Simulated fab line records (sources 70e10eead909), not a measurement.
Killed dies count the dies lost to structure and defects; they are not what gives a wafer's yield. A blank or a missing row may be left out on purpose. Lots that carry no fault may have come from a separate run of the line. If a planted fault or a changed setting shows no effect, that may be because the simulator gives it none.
Which tool did it?    flow nandHarc    6 lots with 18 wafers sampled at 5 steps, on a route of 1302 steps

## WHAT THE GAUGES SHOWED, per wafer
NHARC_END_SORT_01.
lot   measured      on         killedAtOther
L432  day 25 16:57  prober-01  2 3 1
L435  day 26 12:20  prober-02  615 609 625
L445  day 31 20:10  prober-01  0 1 0
L450  day 33 03:58  prober-01  4

## WHICH TOOL RAN EACH LOT (tool, then ch and the chambers of the sampled wafers, then the start)
lot   NHARC_THIN_TSV_DEP_47            NHARC_THIN_TSV_ETCHBACK_48         NHARC_THIN_TSV_ANNEAL_52         NHARC_THIN_TSV_PRE_CLEAN_54
L432  pecvd-04 ch 0,1, day 25 03:40    rieDiel-02 ch 1,3, day 25 04:01    rtpAnneal-02 ch 0, day 25 05:42  pvdSputter-03, day 25 06:35
L435  pecvd-04 ch 1,2, day 25 22:56    rieDiel-12 ch 0,3, day 25 23:20    rtpAnneal-02 ch 0, day 26 01:11  pvdSputter-01, day 26 02:05
L443  pecvd-04 ch 0,1,2, day 29 15:07  rieDiel-02 ch 0,1,3, day 29 15:31  rtpAnneal-02 ch 0, day 29 17:17  pvdSputter-01, day 29 18:07
L447  pecvd-04 ch 0,2, day 30 04:41    rieDiel-04 ch 0,1, day 30 05:06    rtpAnneal-01 ch 0, day 30 07:21  pvdSputter-01, day 30 08:12
L445  pecvd-01 ch 1,2, day 31 05:23    rieDiel-02 ch 0,1,3, day 31 05:47  rtpAnneal-02 ch 0, day 31 07:37  pvdSputter-03, day 31 08:23
L450  pecvd-02 ch 0,1, day 32 13:20    rieDiel-12 ch 0,1,2, day 32 13:41  rtpAnneal-02 ch 0, day 32 15:26  pvdSputter-03, day 32 16:17
- NHARC_THIN_TSV_DEP_47: deposits SiO2, target thk 200 nm.
- NHARC_THIN_TSV_ETCHBACK_48: etches the open film in C4F8/Ar, target depth 1028.5 nm, time 405.17 s.
- NHARC_THIN_TSV_ANNEAL_52: time 90 s.
- NHARC_THIN_TSV_PRE_CLEAN_54: time 30 s.

## THE ANSWER, worked out from the rows above alone
Rule: what is usual is taken from the lots themselves. The widest of any qualifying gaps counts: lots, ordered by their means at a reading, are off when they make up no more than a third of the lots, leave a main group of 4 or more, and stand apart from it by 3 or more times the standard deviation of that group's means. The tables above print the reading to a certain number of digits; a main group whose means all agree to those digits is not used. Also off: a lot with no number at a reading for which 4 or more lots have one. All remaining lots with rows at the step are treated as sound.
Nothing can be told from this: no lot is off at any reading shown.

## WHAT HAD BEEN PUT IN BY THE SIMULATOR
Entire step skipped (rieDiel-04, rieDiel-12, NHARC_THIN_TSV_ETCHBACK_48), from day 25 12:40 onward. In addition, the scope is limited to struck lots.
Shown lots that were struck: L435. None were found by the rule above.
